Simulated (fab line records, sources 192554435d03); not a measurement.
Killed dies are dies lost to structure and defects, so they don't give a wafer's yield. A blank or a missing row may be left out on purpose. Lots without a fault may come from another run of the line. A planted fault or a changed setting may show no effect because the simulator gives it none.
Which tool did it? | flow n5_finfet | 9 lots, 27 wafers sampled, at 3 steps of a route of 1938

WHAT THE GAUGES READ, wafer by wafer
N5_BEOL_M4_RC_MEAS_101. Usual: DIBL_N 36.5 mV/V, standard deviation 1.9; DIBL_P 36.7 mV/V, standard deviation 2.1; IOFF_N 0.17 nA/um, standard deviation 0.035; IOFF_P 0.22 nA/um, standard deviation 0.042; ION_N 676 uA/um, standard deviation 10; ION_P 462 uA/um, standard deviation 8.1; SS_N 71.5 mV/dec, standard deviation 0.72; SS_P 73.4 mV/dec, standard deviation 0.7; VT_N 249 mV, standard deviation 3.1; VT_P -250 mV, standard deviation 3.9.
lot  | measured     | on        | DIBL_N (mV/V)  | DIBL_P (mV/V)  | IOFF_N (nA/um) | IOFF_P (nA/um) | ION_N (uA/um) | ION_P (uA/um) | SS_N (mV/dec)  | SS_P (mV/dec)  | VT_N (mV)   | VT_P (mV)      | flag
L601 | day 8 12:59  | prober-02 | 38.3 38.4 36.6 | 40.1 40.2 36.9 | 0.21 0.22 0.18 | 0.31 0.31 0.25 | 678 695 681   | 466 481 471   | 72.6 71.9 72.8 | 74.4 74.1 73.3 | 250 245 249 | -246 -244 -246 |
L606 | day 10 04:58 | prober-01 | 36.9 40.6 38.2 | 36.0 39.9 36.8 | 0.17 0.23 0.19 | 0.23 0.30 0.25 | 683 687 678   | 469 467 463   | 70.4 72.6 71.1 | 73.1 74.6 74.0 | 246 245 246 | -247 -242 -246 |
L613 | day 11 15:23 | prober-01 | 37.7 36.5 37.2 | 38.6 38.0 38.5 | 0.19 0.17 0.18 | 0.21 0.19 0.20 | 680 675 683   | 453 456 458   | 72.7 71.8 72.0 | 73.8 73.5 73.6 | 245 249 250 | -252 -254 -252 |
L616 | day 12 05:14 | prober-01 | 36.0 37.1 35.8 | 34.8 35.7 34.6 | 0.15 0.16 0.14 | 0.18 0.19 0.18 | 666 668 657   | 454 456 446   | 72.0 72.6 71.6 | 72.8 72.5 72.5 | 254 249 253 | -252 -254 -252 |
L617 | day 12 15:43 | prober-02 | 37.5 37.1 35.9 | 37.4 37.9 35.3 | 0.20 0.20 0.16 | 0.29 0.31 0.25 | 689 698 681   | 478 489 477   | 72.3 71.0 70.9 | 73.8 74.6 74.0 | 245 245 250 | -241 -242 -244 |
L618 | day 13 00:33 | prober-01 | 32.7 39.9 33.9 | 31.2 39.2 34.2 | 0.11 0.23 0.12 | 0.13 0.24 0.17 | 666 682 661   | 450 460 460   | 69.8 72.1 70.7 | 72.5 74.5 72.8 | 256 249 256 | -258 -251 -254 |
L619 | day 13 10:12 | prober-01 | 34.7 34.3 37.2 | 37.2 35.7 39.5 | 0.13 0.13 0.18 | 0.22 0.21 0.26 | 663 666 687   | 463 461 471   | 71.5 70.9 72.2 | 73.4 73.4 73.7 | 254 254 249 | -249 -249 -247 |
L622 | day 14 12:44 | prober-02 | 36.1 35.7 38.8 | 34.6 35.6 38.9 | 0.13 0.14 0.19 | 0.18 0.19 0.25 | 657 662 676   | 454 455 463   | 71.0 71.3 71.8 | 72.7 73.0 73.1 | 252 252 246 | -253 -253 -247 |
L623 | day 15 12:26 | prober-01 | 35.8 37.7 35.5 | 36.4 38.7 36.3 | 0.18 0.19 0.16 | 0.24 0.26 0.23 | 683 674 682   | 470 460 472   | 71.4 72.8 71.3 | 73.4 73.5 73.2 | 247 246 249 | -247 -248 -247 |

N5_BEOL_M11_CD_MEAS_18: pitch 140 nm, target cd 70 nm. Usual: cd_nm 70.0 nm, standard deviation 0.61.
lot  | measured     | on        | cd_nm (nm)     | flag
L601 | day 11 15:54 | cd_sem-03 | 69.3 69.8 69.1 |
L606 | day 12 20:44 | cd_sem-02 | 69.9 69.8 69.2 |
L613 | day 14 08:47 | cd_sem-02 | 70.3 69.8 70.0 |
L616 | day 14 19:35 | cd_sem-02 | 69.2 69.4 69.8 |
L617 | day 15 04:19 | cd_sem-01 | 71.1 71.0 70.3 |
L618 | day 15 12:38 | cd_sem-03 | 70.3 69.7 69.5 |
L619 | day 16 03:30 | cd_sem-02 | 69.5 70.2 70.7 |
L622 | day 16 23:08 | cd_sem-02 | 70.3 69.3 70.5 |
L623 | day 17 15:40 | cd_sem-01 | 70.1 70.3 70.0 |

WHICH TOOL RAN EACH LOT (tool, then ch and the chambers of the sampled wafers, then the start)
lot  | N5_BEOL_M11_STRIP_67
L601 | rie_diel-03 ch 0,2,3, day 11 15:31
L606 | rie_diel-03 ch 0,1,2, day 12 20:31
L613 | rie_diel-04 ch 0,2, day 14 08:27
L616 | rie_diel-03 ch 2,3, day 14 19:22
L617 | rie_diel-05 ch 0,1,2, day 15 04:06
L618 | rie_diel-03 ch 0,1, day 15 12:20
L619 | rie_diel-03 ch 1,2,3, day 16 03:17
L622 | rie_diel-03 ch 2,3, day 16 22:55
L623 | rie_diel-04 ch 0,1,3, day 17 15:25
- N5_BEOL_M11_STRIP_67: strips in CF4.

WHAT THE TOOLS THEMSELVES READ (means of the sampled wafers that have a number; where no wafer has one, the mark that the record gives instead)
N5_BEOL_M11_STRIP_67. Usual: chamber_pressure_mTorr 49.99 mTorr, standard deviation 0.049; drypump_motor_current_A 5.5 A, standard deviation 0.53; oes_product_au 0.78 a.u., standard deviation 0.079; rf_vpp_V 271.3 V, standard deviation 1.6; showerhead_plenum_p_Torr 1.81 Torr, standard deviation 0.065; throttle_valve_pct 13.72 %, standard deviation 0.23.
lot  | tool        | chamber_pressure_mTorr (mTorr) | drypump_motor_current_A (A) | oes_product_au (a.u.) | rf_vpp_V (V) | showerhead_plenum_p_Torr (Torr) | throttle_valve_pct (%) | flag
L601 | rie_diel-03 | 49.98                          | 5.8                         | 0.86                  | 270.8        | 1.77                            | 13.60                  |
L606 | rie_diel-03 | 50.09                          | 5.7                         | 0.78                  | 270.5        | 1.78                            | 13.70                  |
L613 | rie_diel-04 | 49.99                          | 5.2                         | 0.70                  | 269.8        | 1.74                            | 13.74                  |
L616 | rie_diel-03 | 49.98                          | 6.2                         | 0.87                  | 271.2        | 1.78                            | 13.55                  |
L617 | rie_diel-05 | 50.00                          | 5.5                         | 0.81                  | 273.5        | 1.89                            | 13.71                  |
L618 | rie_diel-03 | 49.98                          | 5.3                         | 0.71                  | 269.4        | 1.73                            | 13.95                  |
L619 | rie_diel-03 | 50.00                          | 6.1                         | 0.80                  | 270.5        | 1.79                            | 13.68                  |
L622 | rie_diel-03 | 49.97                          | 6.2                         | 0.85                  | 272.0        | 1.81                            | 13.47                  |
L623 | rie_diel-04 | 49.97                          | 5.0                         | 0.70                  | 272.4        | 1.82                            | 13.85                  |

THE ANSWER, worked out from the rows above alone
Rule: a lot is off if the mean of its wafers that have a number lies more than 3 standard deviations from the usual mean. A lot without any number at a reading at which 4 lots or more have one is off too. The other lots that the step has rows for count as sound. The gauges are gone through in route order, then the tools' own readings, and for those a lot's mean is taken as printed above. The first step at which some lot is off is used, and at that step the reading that is off furthest; a lot without a number counts as furthest.
No lot is off at any reading shown: from this, nothing can be told.

WHAT THE SIMULATOR HAD PUT IN
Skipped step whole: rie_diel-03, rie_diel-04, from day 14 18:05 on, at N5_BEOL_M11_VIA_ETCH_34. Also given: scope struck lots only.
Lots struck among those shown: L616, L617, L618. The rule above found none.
